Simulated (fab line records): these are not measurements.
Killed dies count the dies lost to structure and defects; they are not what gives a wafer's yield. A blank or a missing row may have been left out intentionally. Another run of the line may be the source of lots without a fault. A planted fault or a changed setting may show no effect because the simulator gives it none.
Matching of chambers -- flow n5Finfet -- N5_BEOL_M6_CURE_74 on uvCure-01 has 3 sister chambers
The step cures SiCOH lowk, time 240 s. 6 wafers are shown with their chamber, then 12 later ones without.

== WAFERS, EACH WITH ITS CHAMBER ==
wafer,chamber,wafer_temp_C_max,lampPowerPct (%)
L077.4,0,386.2,52.30
L077.6,0,385.9,52.33
L079.3,1,385.8,52.32
L079.5,1,386.3,52.28
L084.3,2,386.5,52.39
L084.5,2,386.5,52.32

== WAFERS WITHOUT THEIR CHAMBER ==
wafer,wafer_temp_C_max,lampPowerPct (%)
L088.3,386.1,52.36
L088.4,385.8,52.36
L088.5,386.7,52.18
L087.2,386.2,52.26
L087.3,386.0,52.36
L087.4,386.2,52.29
L096.1,386.3,52.27
L096.2,386.1,52.34
L096.6,386.7,52.36
L097.1,386.7,52.32
L097.2,386.4,52.29
L097.4,386.8,52.32

== EACH ONE'S CHAMBER ==
wafer,from the rows above,in truth
L088.3,can't be placed: 0 or 2 or 1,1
L088.4,can't be placed: 0 or 1 or 2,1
L088.5,can't be placed: 1 or 0 or 2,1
L087.2,can't be placed: 1 or 0 or 2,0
L087.3,can't be placed: 0 or 1 or 2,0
L087.4,can't be placed: 1 or 0 or 2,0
L096.1,can't be placed: 1 or 0 or 2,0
L096.2,can't be placed: 0 or 1 or 2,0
L096.6,2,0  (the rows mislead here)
L097.1,can't be placed: 2 or 0 or 1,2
L097.2,can't be placed: 1 or 0 or 2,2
L097.4,can't be placed: 2 or 0 or 1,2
Placed correctly: 0 of 12. Cannot be placed on the basis of these rows: 11; the candidates contain the true chamber in 11. Wrongly placed: 1.
How it was worked out, from the rows above alone: a wafer's distance from a chamber is the root of the sum, over the readings, of the square of ((its reading less the chamber's mean) divided by the reading's scatter). The wafer belongs to the nearest chamber; if the next one is less than 2 further off, it can't be placed. A chamber's mean is the mean of its shown wafers. The scatter: take each reading less its chamber's mean, square it, sum over the shown wafers, divide by the number of wafers less the number of chambers, and take the root.
